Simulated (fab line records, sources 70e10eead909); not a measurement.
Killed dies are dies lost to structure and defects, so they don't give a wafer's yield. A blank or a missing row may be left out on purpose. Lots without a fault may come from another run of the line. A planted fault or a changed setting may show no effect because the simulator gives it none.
Which tool did it? | flow nand_harc | 12 lots, 36 wafers sampled, at 6 steps of a route of 1302

WHAT THE GAUGES READ, wafer by wafer
NHARC_P_GATE_CD_MEAS_33.
lot  | measured     | on        | cd_nm (nm)
L641 | day 4 19:42  | cd_sem-03 | 121.0 118.5 117.6
L642 | day 5 13:26  | cd_sem-01 | 121.5 121.2 120.6
L645 | day 6 20:55  | cd_sem-02 | 119.9 117.2 118.9
L646 | day 7 01:16  | cd_sem-02 | 124.2 118.8 123.0
L648 | day 7 18:28  | cd_sem-03 | 112.0 116.8 117.8
L656 | day 11 05:13 | cd_sem-01 | 118.8 119.5 121.5
L658 | day 12 02:19 | cd_sem-02 | 118.2 120.5 119.7
L659 | day 12 16:28 | cd_sem-01 | 121.1 119.9 120.1
L660 | day 13 03:42 | cd_sem-02 | 117.2 116.2 121.2
L661 | day 13 09:56 | cd_sem-02 | 125.6 118.9 121.3
L662 | day 13 14:46 | cd_sem-03 | 118.7 122.2 119.8
L664 | day 14 10:37 | cd_sem-03 | 124.4 119.0 123.5

NHARC_P_GATE_CD_MEAS_46: target cd 720 nm.
lot  | measured     | on        | cd_nm (nm)
L641 | day 5 06:44  | cd_sem-03 | 718.8 717.0 716.6
L642 | day 6 00:25  | cd_sem-01 | 720.8 719.0 718.1
L645 | day 7 07:42  | cd_sem-01 | 719.8 717.9 719.7
L646 | day 7 12:14  | cd_sem-01 | 720.3 718.3 719.2
L648 | day 8 05:26  | cd_sem-02 | 664.9 663.6 664.6
L656 | day 11 16:06 | cd_sem-03 | 718.6 718.0 720.2
L658 | day 12 13:13 | cd_sem-03 | 716.8 722.1 721.0
L659 | day 13 03:33 | cd_sem-02 | 717.2 720.0 720.0
L660 | day 13 16:52 | cd_sem-03 | 718.4 720.3 719.1
L661 | day 13 20:59 | cd_sem-02 | 717.7 721.1 721.5
L662 | day 14 01:43 | cd_sem-03 | 721.3 721.2 721.6
L664 | day 14 21:38 | cd_sem-03 | 722.9 720.5 721.0

NHARC_END_SORT_01.
lot  | measured     | on        | killed_at_array | killed_at_other | killed_at_periphery | killed_dies | killed_open | killed_short
L648 | day 26 06:37 | prober-01 | 61 55           | 0 0             | 6 3                 | 67 58       | 6 2         | 3 1

WHICH TOOL RAN EACH LOT (tool, then ch and the chambers of the sampled wafers, then the start)
lot  | NHARC_P_GATE_STRIP_108             | NHARC_P_GATE_EXPOSE_43            | NHARC_P_GATE_STRIP_76
L641 | rie_diel-11 ch 1,2,3, day 4 19:32  | krf_scanner-03 ch 0, day 5 06:35  | plasma_asher-02 ch 0,1, day 5 09:19
L642 | rie_diel-11 ch 0,1, day 5 13:15    | krf_scanner-02 ch 0, day 6 00:15  | plasma_asher-01 ch 0,1, day 6 03:05
L645 | rie_diel-11 ch 0,1, day 6 20:44    | krf_scanner-02 ch 0, day 7 07:33  | plasma_asher-02 ch 0,1, day 7 10:16
L646 | rie_diel-11 ch 0,3, day 7 01:05    | krf_scanner-02 ch 0, day 7 12:05  | plasma_asher-01 ch 0,1, day 7 14:40
L648 | rie_diel-11 ch 0,3, day 7 18:17    | krf_scanner-03 ch 0, day 8 05:16  | plasma_asher-02 ch 0, day 8 07:59
L656 | rie_diel-07 ch 0,1,3, day 11 05:03 | krf_scanner-03 ch 0, day 11 15:57 | plasma_asher-02 ch 0,1, day 11 20:22
L658 | rie_diel-06 ch 0,2, day 12 02:10   | krf_scanner-04 ch 0, day 12 13:04 | plasma_asher-01 ch 0,1, day 12 15:41
L659 | rie_diel-06 ch 0,2, day 12 16:17   | krf_scanner-03 ch 0, day 13 03:23 | plasma_asher-01 ch 0,1, day 13 05:59
L660 | rie_diel-07 ch 0,1,3, day 13 03:34 | krf_scanner-02 ch 0, day 13 16:43 | plasma_asher-01 ch 0,1, day 13 19:26
L661 | rie_diel-06 ch 1,2, day 13 09:46   | krf_scanner-03 ch 0, day 13 20:50 | plasma_asher-02 ch 0,1, day 13 23:31
L662 | rie_diel-11 ch 1,3, day 13 14:35   | krf_scanner-03 ch 0, day 14 01:34 | plasma_asher-01 ch 0,1, day 14 04:17
L664 | rie_diel-11 ch 0,1,2, day 14 10:26 | krf_scanner-02 ch 0, day 14 21:28 | plasma_asher-01 ch 0,1, day 15 00:10
- NHARC_P_GATE_STRIP_108: strips in O2.
- NHARC_P_GATE_EXPOSE_43: exposes mask P NSD, target cd 720 nm.
- NHARC_P_GATE_STRIP_76: strips in O2.

WHAT THE TOOLS THEMSELVES READ (means of the sampled wafers that have a number; where no wafer has one, the mark that the record gives instead)
NHARC_P_GATE_STRIP_108.
lot  | tool        | drypump_motor_current_A (A) | oes_product_au (a.u.) | rf_vpp_V (V) | showerhead_plenum_p_Torr (Torr) | throttle_valve_pct (%)
L641 | rie_diel-11 | 5.6                         | 0.999                 | 57.6         | 3.44                            | 17.042
L642 | rie_diel-11 | 5.9                         | 1.002                 | 57.4         | 3.42                            | 17.031
L645 | rie_diel-11 | 5.7                         | 0.989                 | 57.1         | 3.47                            | 17.036
L646 | rie_diel-11 | 5.2                         | 0.990                 | 57.2         | 3.36                            | 17.037
L648 | rie_diel-11 | 5.6                         | 0.989                 | 57.6         | 3.35                            | 17.034
L656 | rie_diel-07 | 6.0                         | 0.998                 | 57.9         | 3.45                            | 17.040
L658 | rie_diel-06 | 5.9                         | 1.005                 | 57.7         | 3.38                            | 17.037
L659 | rie_diel-06 | 6.0                         | 1.007                 | 57.2         | 3.43                            | 17.040
L660 | rie_diel-07 | 6.0                         | 1.006                 | 58.5         | 3.45                            | 17.041
L661 | rie_diel-06 | 5.3                         | 1.015                 | 57.6         | 3.49                            | 17.040
L662 | rie_diel-11 | 5.1                         | 0.998                 | 56.3         | 3.42                            | 17.031
L664 | rie_diel-11 | 6.0                         | 0.999                 | 57.4         | 3.43                            | 17.036

NHARC_P_GATE_EXPOSE_43.
lot  | tool           | reticle_temp_C (C)
L641 | krf_scanner-03 | 22.98
L642 | krf_scanner-02 | 23.08
L645 | krf_scanner-02 | 22.99
L646 | krf_scanner-02 | 22.91
L648 | krf_scanner-03 | 22.97
L656 | krf_scanner-03 | 23.09
L658 | krf_scanner-04 | 23.01
L659 | krf_scanner-03 | 23.01
L660 | krf_scanner-02 | 22.96
L661 | krf_scanner-03 | 23.05
L662 | krf_scanner-03 | 23.05
L664 | krf_scanner-02 | 23.03

NHARC_P_GATE_STRIP_76.
lot  | tool            | drypump_motor_current_A (A) | heater_power_w (W)
L641 | plasma_asher-02 | 5.97                        | 330
L642 | plasma_asher-01 | 5.79                        | 305
L645 | plasma_asher-02 | 5.91                        | 300
L646 | plasma_asher-01 | 5.77                        | 309
L648 | plasma_asher-02 | 5.87                        | 277
L656 | plasma_asher-02 | 5.96                        | 321
L658 | plasma_asher-01 | 5.84                        | 273
L659 | plasma_asher-01 | 5.77                        | 290
L660 | plasma_asher-01 | 5.86                        | 271
L661 | plasma_asher-02 | 5.91                        | 299
L662 | plasma_asher-01 | 5.84                        | 273
L664 | plasma_asher-01 | 5.76                        | 294

THE ANSWER, worked out from the rows above alone
Rule: what is usual is taken from the lots themselves. Put in order of their means at a reading, lots are off if they are a third of the lots or fewer, leave a main group of 4 or more, and stand apart from it by a gap of 3 or more times the standard deviation of the main group's means; of several such gaps the widest counts. A main group whose means are all the same, to the digits that the tables above print for the reading, isn't used. A lot without any number at a reading at which 4 lots or more have one is off too. The other lots that the step has rows for count as sound. The gauges are gone through in route order, then the tools' own readings, and for those a lot's mean is taken as printed above. The first step at which some lot is off is used, and at that step the reading that is off furthest; a lot without a number counts as furthest.
Off: L648, at NHARC_P_GATE_CD_MEAS_46 (cd_nm). The main group: mean 719.6 nm, standard deviation 1.1.
A tool fits if, at a process step before that reading, it ran every lot that is off, and no sound lot after the first of them. The gauges at NHARC_P_GATE_CD_MEAS_46 are tried like those tools. None of those tried fits.

WHAT THE SIMULATOR HAD PUT IN
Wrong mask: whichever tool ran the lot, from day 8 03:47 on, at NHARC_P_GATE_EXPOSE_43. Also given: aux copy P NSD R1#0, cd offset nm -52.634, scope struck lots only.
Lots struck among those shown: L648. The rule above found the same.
